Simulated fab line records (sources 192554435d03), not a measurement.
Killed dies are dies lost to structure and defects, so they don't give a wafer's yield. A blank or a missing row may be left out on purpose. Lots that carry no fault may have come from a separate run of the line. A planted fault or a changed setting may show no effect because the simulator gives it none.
fab line records    flow n5-finfet    part 2 of 2: steps 4 to 6 of 6
record lots=22  wafers=66  last-day=20
route steps=1938 shown HKMG_FIN@434
lots that met no fault: from a run of the same line without faults
start-h: the number of hours between the record's first day and the start of the first shown wafer of the lot    wait-h: time in hours since the lot's previous step    " as in the row above    L1.1+2: a single row standing in for several wafers    - value missing, or start not given    * or withheld: withheld    < > ~ a bound
route shown NAME@n: names a module that has steps shown in the file, with the first one's number in the route    usual: the fault-free wafers' mean and standard deviation    same: alike in all rows    chamber/n: place in a boat    sites: each site's reading    _std_site: the standard deviation of these    _edge_site: outer sites' mean less inner sites'    radius-mm: how far each site lies from the wafer's centre    mask NAME#n: copy n    behind: the tool/chamber that last shaped the wafer    hold: reason for holding the lot/hours on hold/outcome of the hold    device: the transistor (n, p or np) that didn't switch    end of line: the tests these same wafers got at the end of their route    a step with no rows: only its recipe    killed: the dies lost at the first sort to structure and to defects; this is not the yield of the wafer    map: shows each die of a wafer: x if killed, . if not, _ if none is there
set.NAME: the setting the step ran with; set.NAME@STEP: the setting that earlier step ran with    model.NAME: the simulator's own value behind a step, which no gauge read
the route's steps for a sample of lots (tables are steps, rows are wafers)
services: from which hour (start-h, from the record's first day; less than 0 if before it) a tool's chamber was out of use, for how many hours, and why
## steps
# step N5_HKMG_FIN_STRIP_89
# recipe chemistry=N2/H2  material=SOC  time-s=20  power-w=500  temp-c=40  pressure-mtorr=50  rf-frequency-hz=6e+07  bias-power-w=8  h2-frac=0.5  n2-flow-sccm=300  h2-flow-sccm=300
# usual drypump-motor-current-A=5.9/0.6  oes-product-au=0.79/0.084  rf-vpp-V=54.2/0.86  showerhead-plenum-p-Torr=3.36/0.13  throttle-valve-pct=19.0/0.3
lot.wafer  tool         chamber  start-h  wait-h  drypump-motor-current-A  oes-product-au  rf-hours-counter-h  rf-vpp-V  showerhead-plenum-p-Torr  throttle-valve-pct
L074.1     rie-diel-02  3        74.47    0.0     6.8                      0.89            31                  55.2      3.58                      19.3
L074.5     "            2        "        "       6.5                      0.80            -                   56.0      3.26                      18.9
L074.6     "            3        "        "       6.8                      0.89            -                   52.9      3.58                      19.3
L075.3     rie-diel-02  0        82.57    0.0     5.3                      0.95            1                   52.7      3.58                      18.8
L075.4     "            3        "        "       6.8                      0.88            -                   55.0      3.57                      19.3
L075.6     "            2        "        "       6.5                      0.81            -                   53.6      3.25                      18.9
L076.1     rie-diel-05  3        87.90    0.0     5.3                      0.76            157                 54.8      3.38                      19.2
L076.5     "            0        "        "       6.4                      0.70            -                   52.8      3.19                      19.4
L076.6     "            3        "        "       5.3                      0.76            -                   53.2      3.38                      19.2
L077.2     rie-diel-03  0        94.78    0.0     5.0                      0.70            180                 53.5      3.33                      19.0
L077.3     "            3        "        "       6.0                      0.68            222                 53.1      3.19                      19.3
L077.6     "            3        "        "       6.0                      0.68            -                   54.9      3.19                      19.3
L078.1     rie-diel-02  0        104.11   0.0     5.3                      0.90            12                  53.4      3.57                      18.8
L078.2     "            3        "        "       6.8                      0.87            45                  53.4      3.57                      19.4
L078.4     "            2        "        "       6.5                      0.78            120                 55.1      3.25                      19.0
L079.4     rie-diel-05  3        107.03   0.0     5.3                      0.75            163                 52.8      3.38                      19.2
L079.5     "            0        "        "       6.4                      0.71            -                   54.9      3.19                      19.4
L079.6     "            3        "        "       5.3                      0.75            -                   55.2      3.38                      19.2
L080.1     rie-diel-02  3        111.44   0.0     6.8                      0.87            48                  54.1      3.57                      19.3
L080.5     "            3        "        "       6.8                      0.86            -                   53.2      3.57                      19.4
L080.6     "            2        "        "       6.5                      0.78            -                   54.6      3.25                      19.0
L081.2     rie-diel-03  3        117.77   0.0     5.9                      0.68            230                 53.5      3.19                      19.3
L081.5     "            1        "        "       6.3                      0.92            -                   53.0      3.30                      19.2
L081.6     "            2        "        "       5.7                      0.66            -                   54.2      3.17                      19.0
L082.4     rie-diel-02  3        126.52   0.0     6.8                      0.85            54                  55.0      3.56                      19.4
L082.5     "            0        "        "       5.3                      0.88            -                   53.8      3.57                      18.8
L082.6     "            3        "        "       6.8                      0.85            -                   55.2      3.56                      19.4
L083.1     rie-diel-03  0        132.06   0.0     5.0                      0.71            195                 53.9      3.32                      19.0
L083.4     "            3        "        "       6.0                      0.68            235                 55.7      3.19                      19.3
L083.5     "            0        "        "       5.0                      0.70            -                   53.7      3.32                      19.0
L084.2     rie-diel-03  0        141.27   0.0     5.0                      0.70            198                 54.2      3.32                      19.0
L084.3     "            2        "        "       5.7                      0.66            247                 53.4      3.16                      19.0
L084.6     "            0        "        "       5.0                      0.70            -                   54.7      3.32                      19.0
L085.1     rie-diel-05  2        143.85   0.0     5.8                      0.86            58                  53.1      3.40                      18.3
L085.4     "            3        "        "       5.3                      0.74            173                 54.0      3.37                      19.2
L085.5     "            3        "        "       5.3                      0.74            -                   55.3      3.37                      19.2
L087.1     rie-diel-02  3        159.60   0.0     6.8                      0.84            66                  54.7      3.56                      19.4
L087.2     "            1        "        "       5.7                      0.90            21                  53.8      3.31                      18.9
L087.3     "            0        "        "       5.3                      0.86            31                  53.8      3.56                      18.9
L086.3     rie-diel-03  0        160.10   0.0     5.0                      0.69            203                 53.0      3.32                      19.0
L086.4     "            0        "        "       5.0                      0.70            -                   54.3      3.32                      19.0
L086.5     "            1        "        "       6.3                      0.91            -                   53.9      3.29                      19.2
L088.3     rie-diel-02  1        162.55   0.0     5.6                      0.91            21                  52.1      3.31                      18.9
L088.4     "            2        "        "       6.5                      0.77            141                 53.8      3.24                      19.0
L088.5     "            0        "        "       5.3                      0.86            -                   56.5      3.56                      18.9
L090.1     rie-diel-05  1        172.28   0.0     5.1                      0.71            208                 54.3      3.32                      18.5
L090.4     "            2        "        "       5.8                      0.84            68                  55.1      3.39                      18.4
L090.5     "            3        "        "       5.3                      0.74            -                   54.0      3.37                      19.2
L091.2     rie-diel-05  0        176.86   0.0     6.4                      0.69            243                 54.4      3.18                      19.4
L091.3     "            1        "        "       5.1                      0.72            209                 54.2      3.32                      18.5
L091.4     "            3        "        "       5.3                      0.74            185                 55.0      3.37                      19.2
L092.2     rie-diel-05  3        186.75   0.0     5.3                      0.74            188                 55.2      3.37                      19.2
L092.5     "            2        "        "       5.8                      0.83            -                   53.8      3.39                      18.4
L092.6     "            3        "        "       5.3                      0.73            -                   54.3      3.37                      19.2
L094.1     rie-diel-02  3        201.58   0.0     6.8                      0.82            82                  54.3      3.55                      19.4
L094.4     "            2        "        "       6.5                      0.75            157                 53.7      3.23                      19.0
L094.6     "            0        "        "       5.3                      0.84            -                   53.4      3.55                      18.9
L095.1     rie-diel-02  1        206.04   0.0     5.7                      0.89            36                  53.6      3.30                      18.9
L095.4     "            3        "        "       6.8                      0.82            83                  53.5      3.55                      19.4
L095.6     "            2        "        "       6.5                      0.76            -                   55.7      3.23                      19.0
L096.3     rie-diel-05  3        208.64   0.0     5.3                      0.73            198                 56.3      3.36                      19.2
L096.4     "            3        "        "       5.3                      0.73            -                   53.3      3.36                      19.2
L096.5     "            1        "        "       5.2                      0.70            -                   54.2      3.32                      18.5
L097.3     rie-diel-02  1        219.17   0.0     5.6                      0.87            40                  54.1      3.30                      18.9
L097.4     "            3        "        "       6.8                      0.82            87                  55.5      3.54                      19.4
L097.6     "            3        "        "       6.8                      0.81            -                   54.2      3.54                      19.4
# step N5_HKMG_FIN_NWFM_ALD_20
# recipe material=TiAlC  target-thk-a=20  temp-c=300  ald-precursor-family=TiCl4  ald-co-reactant=TEA  pulse-time-s=3  purge-time-s=2  co-reactant-purge-time-s=2  co-reactant-pulse-time-s=10  ald-cycles=7  pressure-torr=3
# usual heater-power-w=502/46  precursor-pulse-height-rel=1.004/0.021
# same purge-time-s=2
lot.wafer  tool          chamber  start-h  wait-h  heater-power-w  precursor-pulse-height-rel
L074.1     ald-metal-03  0        75.04    0.3     568             1.014
L074.5     "             0        "        "       580             0.987
L074.6     "             1        "        "       521             1.038
L075.3     ald-metal-03  0        83.15    0.1     580             1.002
L075.4     "             2        "        "       360             0.959
L075.6     "             0        "        "       568             0.966
L076.1     ald-metal-01  0        88.47    0.3     531             1.034
L076.5     "             0        "        "       530             1.052
L076.6     "             1        "        "       484             1.020
L077.2     ald-metal-02  2        95.35    0.3     489             1.002
L077.3     "             1        "        "       556             0.983
L077.6     "             0        "        "       463             0.970
L078.1     ald-metal-01  0        104.69   0.3     552             1.034
L078.2     "             3        "        "       483             0.988
L078.4     "             1        "        "       497             1.003
L079.4     ald-metal-03  3        107.60   0.1     444             1.026
L079.5     "             1        "        "       511             0.999
L079.6     "             0        "        "       580             1.019
L080.1     ald-metal-01  3        112.02   0.3     485             0.980
L080.5     "             0        "        "       542             0.978
L080.6     "             3        "        "       470             1.003
L081.2     ald-metal-03  3        118.34   0.3     454             0.987
L081.5     "             3        "        "       449             0.979
L081.6     "             2        "        "       368             1.040
L082.4     ald-metal-01  3        127.09   0.1     475             0.991
L082.5     "             3        "        "       474             0.994
L082.6     "             2        "        "       470             0.974
L083.1     ald-metal-01  2        132.63   0.3     461             1.014
L083.4     "             2        "        "       474             0.993
L083.5     "             1        "        "       493             1.012
L084.2     ald-metal-01  1        141.85   0.3     498             0.971
L084.3     "             0        "        "       532             1.024
L084.6     "             1        "        "       489             1.001
L085.1     ald-metal-02  0        144.43   0.3     477             1.011
L085.4     "             3        "        "       541             1.003
L085.5     "             0        "        "       474             1.003
L087.1     ald-metal-01  2        160.18   0.3     478             1.006
L087.2     "             0        "        "       548             1.014
L087.3     "             1        "        "       489             0.991
L086.3     ald-metal-02  1        160.67   0.1     570             0.980
L086.4     "             3        "        "       534             0.995
L086.5     "             1        "        "       572             1.015
L088.3     ald-metal-02  2        163.19   0.1     495             1.004
L088.4     "             3        "        "       533             1.007
L088.5     "             3        "        "       532             1.001
L090.1     ald-metal-02  3        172.86   0.3     540             1.018
L090.4     "             0        "        "       482             0.960
L090.5     "             1        "        "       557             0.975
L091.2     ald-metal-01  1        177.43   0.3     493             0.984
L091.3     "             0        "        "       539             0.995
L091.4     "             3        "        "       491             1.026
L092.2     ald-metal-03  0        187.34   0.3     583             0.978
L092.5     "             1        "        "       521             1.003
L092.6     "             0        "        "       572             1.015
L094.1     ald-metal-01  1        202.15   0.3     497             0.989
L094.4     "             2        "        "       470             1.012
L094.6     "             1        "        "       498             1.027
L095.1     ald-metal-01  0        206.61   0.3     541             0.986
L095.4     "             2        "        "       492             0.968
L095.6     "             0        "        "       534             1.017
L096.3     ald-metal-01  0        209.21   0.1     544             1.006
L096.4     "             2        "        "       496             0.995
L096.5     "             1        "        "       496             0.981
L097.3     ald-metal-02  3        219.74   0.1     541             0.969
L097.4     "             1        "        "       560             1.041
L097.6     "             0        "        "       463             0.969
# step N5_HKMG_FIN_ALD_72
# recipe material=W  target-thk-a=20  temp-c=300  pressure-torr=7.5  ald-precursor-family=WF6  ald-co-reactant=B2H6  pulse-time-s=1  purge-time-s=2  co-reactant-purge-time-s=2  co-reactant-pulse-time-s=3  ald-cycles=7
# usual heater-power-w=482/42  precursor-pulse-height-rel=0.997/0.019
# same purge-time-s=2
lot.wafer  tool      chamber  start-h  wait-h  heater-power-w  precursor-pulse-height-rel
L074.1     cvd-w-02  0        76.59    0.2     492             0.977
L074.5     "         0        "        "       499             0.984
L074.6     "         1        "        "       510             0.993
L075.3     cvd-w-01  1        85.01    0.2     490             0.996
L075.4     "         0        "        "       400             0.975
L075.6     "         1        "        "       506             1.013
L076.1     cvd-w-02  0        90.14    0.2     508             1.018
L076.5     "         0        "        "       491             0.989
L076.6     "         1        "        "       502             0.972
L077.2     cvd-w-01  1        97.05    0.2     483             0.987
L077.3     "         1        "        "       498             0.992
L077.6     "         0        "        "       413             0.972
L078.1     cvd-w-01  0        106.23   0.2     413             1.019
L078.2     "         1        "        "       509             0.980
L078.4     "         0        "        "       406             0.989
L079.4     cvd-w-02  1        109.16   0.2     515             0.991
L079.5     "         1        "        "       518             0.989
L079.6     "         0        "        "       509             0.986
L080.1     cvd-w-02  1        113.75   0.2     514             0.992
L080.5     "         0        "        "       507             0.996
L080.6     "         1        "        "       504             1.016
L081.2     cvd-w-01  0        119.91   0.2     407             0.986
L081.5     "         0        "        "       411             1.026
L081.6     "         1        "        "       495             0.969
L082.4     cvd-w-02  0        128.93   0.0     504             0.987
L082.5     "         0        "        "       497             0.993
L082.6     "         1        "        "       522             1.016
L083.1     cvd-w-01  1        134.17   0.2     514             1.015
L083.4     "         1        "        "       504             0.972
L083.5     "         1        "        "       506             0.953
L084.2     cvd-w-02  0        143.39   0.2     494             1.010
L084.3     "         0        "        "       504             0.997
L084.6     "         1        "        "       511             1.020
L085.1     cvd-w-01  1        145.98   0.2     493             1.023
L085.4     "         0        "        "       421             1.012
L085.5     "         1        "        "       497             0.989
L087.1     cvd-w-02  0        161.72   0.2     498             0.991
L087.2     "         1        "        "       515             1.014
L087.3     "         0        "        "       510             1.013
L086.3     cvd-w-01  0        162.24   0.2     412             0.978
L086.4     "         1        "        "       508             0.997
L086.5     "         0        "        "       408             0.998
L088.3     cvd-w-02  1        164.76   0.2     515             0.995
L088.4     "         0        "        "       506             1.003
L088.5     "         0        "        "       482             1.030
L090.1     cvd-w-02  0        174.50   0.2     500             0.999
L090.4     "         1        "        "       515             1.037
L090.5     "         1        "        "       512             1.026
L091.2     cvd-w-01  0        179.01   0.2     403             0.990
L091.3     "         0        "        "       410             0.953
L091.4     "         1        "        "       501             1.005
L092.2     cvd-w-02  1        188.90   0.2     518             1.001
L092.5     "         0        "        "       495             1.015
L092.6     "         1        "        "       515             1.011
L094.1     cvd-w-01  0        203.81   0.2     417             0.996
L094.4     "         0        "        "       407             1.003
L094.6     "         1        "        "       493             1.035
L095.1     cvd-w-01  0        208.16   0.2     413             0.992
L095.4     "         0        "        "       410             0.982
L095.6     "         1        "        "       503             0.974
L096.3     cvd-w-02  0        210.78   0.2     505             1.022
L096.4     "         1        "        "       502             0.995
L096.5     "         1        "        "       507             0.961
L097.3     cvd-w-01  1        221.47   0.2     501             1.010
L097.4     "         0        "        "       411             1.016
L097.6     "         1        "        "       523             1.022
## services
tool          chamber  start-h  hours  kind
ald-metal-02  2        54.97    3.9    repair
rie-diel-02   3        56.63    1.3    repair
rie-diel-02   0        58.10    -      clean
rie-diel-02   0        58.10    -      consumable-replace:focus-ring
rie-diel-02   0        58.10    -      consumable-replace:showerhead
cvd-w-01      -        58.97    14.6   pm
ald-metal-01  3        71.71    1.6    repair
rie-diel-02   1        80.63    -      clean
rie-diel-02   1        80.63    -      consumable-replace:focus-ring
rie-diel-02   1        80.63    17.0   scheduled-down
rie-diel-03   2        92.46    1.3    repair
ald-metal-02  -        104.33   6.0    pm
ald-metal-02  -        116.20   0.5    repair
ald-metal-01  3        128.17   20.2   repair
ald-metal-03  3        130.12   25.3   repair
cvd-w-02      -        135.38   6.9    pm
rie-diel-03   -        145.13   5.1    repair
ald-metal-01  0        147.01   6.5    repair
ald-metal-02  2        152.02   5.2    repair
rie-diel-05   -        153.20   0.2    repair
rie-diel-02   1        172.00   5.8    repair
rie-diel-03   3        172.89   20.0   repair
ald-metal-01  3        184.91   2.5    repair
ald-metal-03  3        208.21   3.4    repair
